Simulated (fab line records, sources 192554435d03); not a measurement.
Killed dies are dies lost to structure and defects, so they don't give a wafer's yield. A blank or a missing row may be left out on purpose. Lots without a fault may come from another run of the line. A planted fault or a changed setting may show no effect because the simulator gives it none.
Chamber matching | flow n5_finfet | N5_BEOL_M9_DESCUM_33 on rie_diel-01: 4 sister chambers
The step chemistry O2, time 7 s. 16 wafers are shown with their chamber, then 8 later ones without.

WAFERS WITH THEIR CHAMBER
wafer  | chamber | throttle_valve_pct (%) | showerhead_plenum_p_Torr (Torr) | oes_product_au (a.u.)
L079.2 | 3       | 20.35                  | 2.15                            | 0.69
L079.4 | 1       | 19.88                  | 2.05                            | 0.95
L079.6 | 1       | 19.89                  | 2.05                            | 0.94
L080.1 | 3       | 20.34                  | 2.15                            | 0.69
L080.4 | 0       | 20.46                  | 2.21                            | 0.82
L080.5 | 2       | 20.60                  | 2.08                            | 0.70
L082.1 | 3       | 20.35                  | 2.15                            | 0.68
L082.2 | 2       | 20.59                  | 2.08                            | 0.70
L082.5 | 3       | 20.33                  | 2.15                            | 0.69
L084.1 | 2       | 20.60                  | 2.08                            | 0.69
L084.2 | 1       | 19.89                  | 2.05                            | 0.92
L084.3 | 0       | 20.47                  | 2.21                            | 0.80
L086.1 | 1       | 19.88                  | 2.05                            | 0.91
L086.2 | 0       | 20.47                  | 2.21                            | 0.79
L086.4 | 2       | 20.61                  | 2.07                            | 0.69
L091.1 | 3       | 20.36                  | 2.14                            | 0.67

SIGNATURES (means of the wafers above)
reading                  | chamber 0 | chamber 1 | chamber 2 | chamber 3 | scatter within a chamber
throttle_valve_pct       | 20.4667   | 19.8850   | 20.6000   | 20.3460   | 0.0086
showerhead_plenum_p_Torr | 2.2100    | 2.0500    | 2.0775    | 2.1480    | 0.00359
oes_product_au           | 0.8033    | 0.9300    | 0.6950    | 0.6840    | 0.0125
Rule: a wafer's distance from a chamber is the root of the sum, over the readings, of the square of ((its reading less the chamber's mean) divided by the reading's scatter). The wafer belongs to the nearest chamber; if the next one is less than 2 further off, it can't be placed. The scatter: the root of (the sum of the squares of (reading less its chamber's mean) over the shown wafers, divided by (wafers less chambers)).

WAFERS WITHOUT THEIR CHAMBER
wafer  | throttle_valve_pct (%) | showerhead_plenum_p_Torr (Torr) | oes_product_au (a.u.)
L091.2 | 19.90                  | 2.04                            | 0.90
L091.6 | 19.91                  | 2.04                            | 0.90
L095.1 | 20.50                  | 2.20                            | 0.79
L095.2 | 20.63                  | 2.07                            | 0.68
L095.6 | 20.62                  | 2.07                            | 0.67
L097.1 | 19.92                  | 2.04                            | 0.87
L097.2 | 20.52                  | 2.20                            | 0.77
L097.5 | 20.64                  | 2.07                            | 0.68

WHICH CHAMBER EACH WENT THROUGH
wafer  | from the rows above | in truth
L091.2 | 1                   | 1
L091.6 | 1                   | 1
L095.1 | 0                   | 0
L095.2 | 2                   | 2
L095.6 | 2                   | 2
L097.1 | 1                   | 1
L097.2 | 0                   | 0
L097.5 | 2                   | 2
Placed correctly: 8 of 8. Can't be placed from these rows: 0. Placed wrongly: 0.
